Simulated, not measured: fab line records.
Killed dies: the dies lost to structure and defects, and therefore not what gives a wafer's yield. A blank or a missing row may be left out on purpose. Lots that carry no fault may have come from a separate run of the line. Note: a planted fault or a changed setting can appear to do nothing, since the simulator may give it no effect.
fab line records | flow nand-harc
record: lots: 6 wafers: 18 last-day: 25
route steps=1159 shown A_STAIRCASE@743 A_SGD_CUT@747 END@1159
lots with no fault: from the same line, run without faults
start-h: hours from the record's opening day to when the first of the lot's shown wafers began | wait-h: how many hours have passed since the lot's step before this one | " same as the row above | L1.1+2: one row covering several wafers at once | - no value present, or no start provided | * or withheld: withheld | < > ~ a bound
route shown NAME@n: names a module that has steps shown in the file, with the first one's number in the route | usual: mean/standard deviation of fault-free wafers | same: alike in all rows | chamber/n: place in a boat | sites: readings site by site | _std_site: standard deviation of those values | _edge_site: outer sites' mean less inner sites' | radius-mm: how far each site lies from the wafer's centre | mask NAME#n: copy n | behind: tool/chamber where the wafer was last shaped | hold: why the lot was held/for how many hours/how that ended | device: transistor that didn't switch, given as n, p or np | end of line: the tests these same wafers got at the end of their route | a step given without rows: its recipe and nothing more | killed: dies that structure and defects cost at the first sort, which is not the same as the wafer's yield | map: dies across one wafer; x = killed, . = not, _ = none there
set.NAME: the setting as run; set.NAME@STEP: as run at that earlier step | model.NAME: the simulator's own value behind a step, which no gauge read
lots at some steps of the route; a table a step, a row a wafer
services: a tool's chamber out of use, with start hour (start-h, from the record's first day; less than 0 if before it), hours out, and reason
== steps ==
step: NHARC_A_STAIRCASE_CMP_472
recipe: material: SiO2
usual: motor-current-A: 12.1/1.2 retaining-ring-pressure-frac: 1.000/0.0051
columns lot.wafer tool chamber start-h wait-h motor-current-A retaining-ring-pressure-frac
L325.1 cmp-03 3 319.02 0.3 11.5 1.003
L325.3 " 0 " " 11.1 1.001
L325.5 " 2 " " 10.7 1.003
L341.2 cmp-02 1 400.72 0.2 12.9 0.995
L341.5 " 1 " " 13.7 0.993
L341.6 " 2 " " 11.9 0.996
L342.3 cmp-03 1 430.07 0.2 12.5 0.997
L342.4 " 2 " " 10.5 1.001
L342.2 " 3 " " 11.4 1.005
L343.3 cmp-04 2 431.57 0.2 12.4 1.007
L343.6 " 2 " " 12.4 1.005
L343.5 " 3 " " 14.0 1.003
L346.1 cmp-02 0 442.71 0.3 13.3 0.993
L346.3 " 2 " " 11.8 1.002
L346.6 " 1 " " 14.0 0.995
L345.1 cmp-04 3 451.54 0.2 13.6 0.999
L345.3 " 0 " " 12.9 0.994
L345.4 " 1 " " 12.6 0.999
step: NHARC_A_STAIRCASE_SRD_474
step: NHARC_A_STAIRCASE_INSPECT_155
usual: raw-defect-count: 363/130
columns lot.wafer tool chamber start-h wait-h raw-defect-count
L325.1 defect-inspect-01 - 319.32 0.1 344
L325.3 " - " " 430
L325.5 " - " " 386
L341.2 defect-inspect-02 - 401.07 0.1 510
L341.5 " - " " 443
L341.6 " - " " 444
L342.2 defect-inspect-02 - 430.42 0.1 433
L342.3 " - " " 305
L342.4 " - " " 366
L343.3 defect-inspect-02 - 431.91 0.1 463
L343.5 " - " " 376
L343.6 " - " " 304
L346.1 defect-inspect-01 - 443.05 0.1 190
L346.3 " - " " 382
L346.6 " - " " 255
L345.1 defect-inspect-02 - 451.89 0.1 468
L345.3 " - " " 657
L345.4 " - " " 471
step: NHARC_A_SGD_CUT_DEP_00
recipe: target-thk-a: 500 temp-c: 400 target-thk-nm: 50 flow-sccm: 200 rf-w: 450 material: SiNx
usual: heater-power-w: 745/72
columns lot.wafer tool chamber start-h wait-h heater-power-w
L325.3 pecvd-04 2 319.39 0.1 665
L325.1 " 0 " " 753
L325.5 " 1 " " 793
L341.2 pecvd-04 0 401.20 0.1 825
L341.6 " 1 " " 789
L341.5 " 2 " " 596
L342.3 pecvd-03 0 430.48 0.1 830
L342.2 " 2 " " 840
L342.4 " 0 " " 848
L343.3 pecvd-02 1 432.01 0.1 756
L343.6 " 0 " " 715
L343.5 " 2 " " 682
L346.1 pecvd-03 2 443.33 0.3 843
L346.3 " 0 " " 854
L346.6 " 0 " " 882
L345.1 pecvd-04 2 451.96 0.1 659
L345.3 " 1 " " 798
L345.4 " 1 " " 801
step: NHARC_A_SGD_CUT_DEHYDRATE_01
recipe: temp-c: 150 time-s: 120
step: NHARC_A_SGD_CUT_HMDS_02
recipe: time-s: 30
step: NHARC_A_SGD_CUT_COAT_56
recipe: temp-c: 260 time-s: 75
step: NHARC_A_SGD_CUT_COAT_57
recipe: temp-c: 225 time-s: 65
step: NHARC_A_SGD_CUT_COAT_03
recipe: spin-rpm: 1500 resist-thk-nm: 90
step: NHARC_A_SGD_CUT_SOFTBAKE_04
recipe: temp-c: 105 time-s: 55
step: NHARC_A_SGD_CUT_EBR_05
step: NHARC_A_SGD_CUT_EXPOSE_06
recipe: na: 1.35 dose-mj: 85.59 mask-id: SGD
usual: exposure-dose-mJ-cm2: 85.58/0.081 focus-offset-nm: -0.1/0.54
columns lot.wafer tool chamber start-h wait-h mask exposure-dose-mJ-cm2 focus-offset-nm
L325.1 arfi-scanner-02 0 319.97 - SGD#0 85.75 1.1
L325.3 " 0 " " SGD#0 85.61 0.1
L325.5 " 0 " " SGD#0 85.61 0.8
L341.2 arfi-scanner-01 0 401.78 - SGD#0 85.64 0.1
L341.5 " 0 " " SGD#0 85.74 -0.4
L341.6 " 0 " " SGD#0 85.59 -0.5
L342.2 arfi-scanner-01 0 431.07 - SGD#0 99.78 -0.9
L342.3 " 0 " " SGD#0 99.92 0.4
L342.4 " 0 " " SGD#0 100.01 0.3
L343.3 arfi-scanner-01 0 432.44 - SGD#0 94.69 0.1
L343.5 " 0 " " SGD#0 94.68 -0.5
L343.6 " 0 " " SGD#0 94.78 -0.7
L346.1 arfi-scanner-03 0 443.92 - SGD#0 85.46 -0.2
L346.3 " 0 " " SGD#0 85.59 -0.2
L346.6 " 0 " " SGD#0 85.53 0.3
L345.1 arfi-scanner-03 0 452.55 - SGD#0 85.57 -0.4
L345.3 " 0 " " SGD#0 85.60 -0.8
L345.4 " 0 " " SGD#0 85.69 -0.4
step: NHARC_A_SGD_CUT_PEB_07
recipe: peb-temp-c: 100 peb-time-s: 65
step: NHARC_A_SGD_CUT_DEVELOP_08
recipe: develop-time-s: 35 dev-temp-c: 23
step: NHARC_A_SGD_CUT_CD_MEAS_09
recipe: target-cd-nm: 100 landing-energy-ev: 500
usual: cd-nm: 100.0/0.59
columns lot.wafer tool chamber start-h wait-h cd-nm
L325.1 cd-sem-02 0 320.11 - 100.7
L325.3 " 0 " " 100.1
L325.5 " 0 " " 100.0
L341.2 cd-sem-03 0 401.92 - 100.9
L341.5 " 0 " " 99.9
L341.6 " 0 " " 99.8
L342.2 cd-sem-02 0 431.20 - 112.2
L342.3 " 0 " " 111.5
L342.4 " 0 " " 112.0
L343.3 cd-sem-03 0 432.58 - 107.5
L343.5 " 0 " " 107.1
L343.6 " 0 " " 107.5
L346.1 cd-sem-02 0 444.05 - 100.0
L346.3 " 0 " " 99.3
L346.6 " 0 " " 100.3
L345.1 cd-sem-02 0 452.69 - 99.3
L345.3 " 0 " " 100.9
L345.4 " 0 " " 99.7
step: NHARC_A_SGD_CUT_OVL_MEAS_10
usual: overlay-x-nm: 0.1/0.85 overlay-y-nm: -0.1/0.88
columns lot.wafer tool chamber start-h wait-h overlay-x-nm overlay-y-nm
L325.1 overlay-02 - 320.20 - 1.2 -1.5
L325.3 " - " " 1.5 -1.8
L325.5 " - " " 1.1 -1.7
L341.2 overlay-02 - 402.00 - -1.8 -1.1
L341.5 " - " " -1.5 -0.4
L341.6 " - " " -1.5 -1.1
L342.2 overlay-02 - 431.29 - 0.8 0.7
L342.3 " - " " 0.9 0.6
L342.4 " - " " 0.3 0.5
L343.3 overlay-02 - 432.66 - 0.6 -0.1
L343.5 " - " " 1.2 0.9
L343.6 " - " " 0.7 0.4
L346.1 overlay-02 - 444.14 - 1.4 -0.2
L346.3 " - " " 0.6 0.7
L346.6 " - " " 0.4 0.1
L345.1 overlay-02 - 452.78 - 0.3 1.3
L345.3 " - " " 1.7 1.1
L345.4 " - " " 0.7 1.7
step: NHARC_END_SORT_01
recipe: temp-c: 25
usual: killed-at-array: 30/10 killed-at-other: 0.5/0.82 killed-at-periphery: 2.9/2 killed-dies: 34/11 killed-open: 3.2/1.8 killed-short: 2.0/1.4
same: gross-dies: 677
columns lot.wafer tool chamber start-h wait-h killed-at-array killed-at-other killed-at-periphery killed-dies killed-open killed-short
L343.3 prober-01 0 575.79 3.1 25 1 3 29 1 2
L343.5 prober-01 0 577.39 3.7 24 1 1 26 3 2
L343.6 prober-01 0 578.19 4.0 29 1 3 33 6 2
killed by level:class
L343.3 A_CHANNEL_HOLE_D1:chamber-film-flake=14 A_CONTACT:chamber-film-flake=5 A_M0:chamber-film-flake=3 P_CONTACT:geometric-particle:open=1 A_ONON_D1:geometric-particle:short=1 A_CHANNEL_FILL_D1:geometric-particle:short=1 P_ZERO_WELL:chamber-film-flake=1 P_GATE:chamber-film-flake=1
L343.5 A_CHANNEL_HOLE_D1:chamber-film-flake=12 A_CONTACT:chamber-film-flake=4 A_M0:chamber-film-flake=2 A_CHANNEL_FILL_D1:geometric-particle:short=1 A_CHANNEL_FILL_D1:geometric-particle:open=1 A_WL_FILL:geometric-particle:open=1 A_CONTACT:geometric-particle:open=1 A_M0:geometric-particle:short=1
L343.6 A_CHANNEL_HOLE_D1:chamber-film-flake=14 A_CONTACT:chamber-film-flake=4 A_CONTACT:geometric-particle:open=2 P_M2:chamber-film-flake=2 A_M0:chamber-film-flake=2 A_ONON_D1:geometric-particle:short=1 A_ONON_D1:geometric-particle:open=1 A_CHANNEL_HOLE_D1:geometric-particle:open=1
== services ==
columns tool chamber start-h hours kind
pecvd-02 - 295.20 1.4 repair
cmp-04 - 301.25 4.0 pm
pecvd-02 2 301.69 23.6 repair
arfi-scanner-03 - 312.00 4.0 pm
arfi-scanner-03 - 322.95 4.1 repair
cmp-02 - 324.50 4.0 pm
arfi-scanner-02 - 326.73 2.1 repair
pecvd-02 - 334.00 13.0 pm
cmp-04 - 345.44 4.4 repair
cmp-03 - 352.00 4.0 pm
arfi-scanner-03 - 361.02 1.9 repair
arfi-scanner-01 - 368.00 4.0 pm
arfi-scanner-02 - 372.64 1.8 repair
pecvd-04 - 376.58 13.0 pm
pecvd-03 0 404.05 22.6 repair
pecvd-04 - 410.43 0.7 repair
pecvd-04 - 414.04 1.8 repair
arfi-scanner-03 - 416.83 0.6 repair
cmp-02 - 422.60 4.0 pm
arfi-scanner-01 - 426.42 0.6 repair
pecvd-04 1 433.42 4.3 repair
cmp-03 - 438.76 0.9 repair
cmp-02 - 446.13 1.7 repair
cmp-03 - 450.00 4.0 pm
== key ==
first-sign: step: NHARC_A_SGD_CUT_EXPOSE_06 reading: exposure-dose-mJ-cm2 direction: up sigmas: 99+ usual: 85.58 struck: 97.31
effect: step: NHARC_A_SGD_CUT_CD_MEAS_09 reading: cd-nm direction: up sigmas: 16 usual: 100.0 struck: 109.6 through: control-loop
met-at NHARC_A_SGD_CUT_EXPOSE_06
struck-wafers L342.2,L342.3,L342.4,L343.3,L343.5,L343.6
tester-left-out L342,L343
loop-trim: step: NHARC_A_SGD_CUT_EXPOSE_06 setting: dose lots: L343
onset-between 401.78 431.07
fault: kind: process-parameter-drift tool: arfi-scanner-01 chamber: - onset-h: 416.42 steps: NHARC_A_SGD_CUT_EXPOSE_06 channel: dose-mj offset: 14.253 shape: step acts-in: these-recipes-only stated: 85.59
tester-left-out: of these lots the tester's yield and bins aren't shown, on N5 and GAA mostly nor the transistor test; their killed dies are dies lost to structure and defects alone, not to doping, threshold or leakage, so they don't give the yield
loop-trim: a control loop set the setting to another value than it would have without faults
